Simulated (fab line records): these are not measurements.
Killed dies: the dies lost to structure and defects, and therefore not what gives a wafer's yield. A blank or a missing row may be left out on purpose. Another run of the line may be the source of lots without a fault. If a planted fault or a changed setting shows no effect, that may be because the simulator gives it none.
Which tool was responsible?    flow nand_harc    Sampling: 12 lots, 36 wafers, 2 of 1302 route steps

## WHAT THE GAUGES SHOWED, per wafer
NHARC_A_CONTACT_CD_MEAS_08: the cd target is 200 nm.
lot   measured      on         cd_nm (nm)
L076  day 22 21:12  cd_sem-03  202.1 200.0 201.0
L078  day 24 21:22  cd_sem-02  199.9 200.9 200.6
L077  day 25 06:10  cd_sem-02  199.2 199.8 201.0
L081  day 25 12:17  cd_sem-02  201.1 200.4 200.2
L084  day 26 12:15  cd_sem-02  200.5 200.9 200.4
L085  day 26 22:39  cd_sem-03  200.4 200.1 202.1
L087  day 27 19:33  cd_sem-01  200.5 200.3 199.6
L088  day 28 11:31  cd_sem-01  201.0 200.1 200.2
L092  day 30 04:15  cd_sem-03  199.7 200.4 200.3
L093  day 30 17:05  cd_sem-01  200.8 199.4 200.3
L095  day 30 22:22  cd_sem-01  199.8 201.7 199.6
L096  day 31 11:48  cd_sem-01  200.3 199.9 200.9

## TOOL THAT RAN EACH LOT (tool first, then ch and the chambers of the sampled wafers, then the start)
lot   NHARC_A_CONTACT_STRIP_82
L076  rie_diel-03 ch 1,2, day 22 21:12 or earlier
L078  rie_diel-03 ch 0,2,3, day 24 21:22 or earlier
L077  rie_diel-09 ch 0,1, day 25 06:10 or earlier
L081  rie_diel-03 ch 1,2, day 25 12:17 or earlier
L084  rie_diel-02 ch 1,2,3, day 26 12:15 or earlier
L085  rie_diel-02 ch 0,1,3, day 26 22:39 or earlier
L087  rie_diel-09 ch 0,1,2, day 27 19:33 or earlier
L088  rie_diel-03 ch 0,1,2, day 28 11:31 or earlier
L092  rie_diel-03 ch 0,2,3, day 30 04:15 or earlier
L093  rie_diel-03 ch 1,2,3, day 30 17:05 or earlier
L095  rie_diel-09 ch 0,1,2, day 30 22:22 or earlier
L096  rie_diel-03 ch 0,2,3, day 31 11:48 or earlier
- NHARC_A_CONTACT_STRIP_82: strips in O2.

## THE ANSWER, worked out from the rows above alone
Rule: usual is defined by the lots themselves. The widest of any qualifying gaps counts: lots, ordered by their means at a reading, are off when they make up no more than a third of the lots, leave a main group of 4 or more, and stand apart from it by 3 or more times the standard deviation of that group's means. If all means in a main group match to the digits the tables above print for the reading, that group is not used. A lot without any number at a reading at which 4 lots or more have one is off too. Any other lot the step has rows for is counted as sound.
None of the lots is off at any reading shown; this tells nothing.

## WHAT THE SIMULATOR HAD INSERTED
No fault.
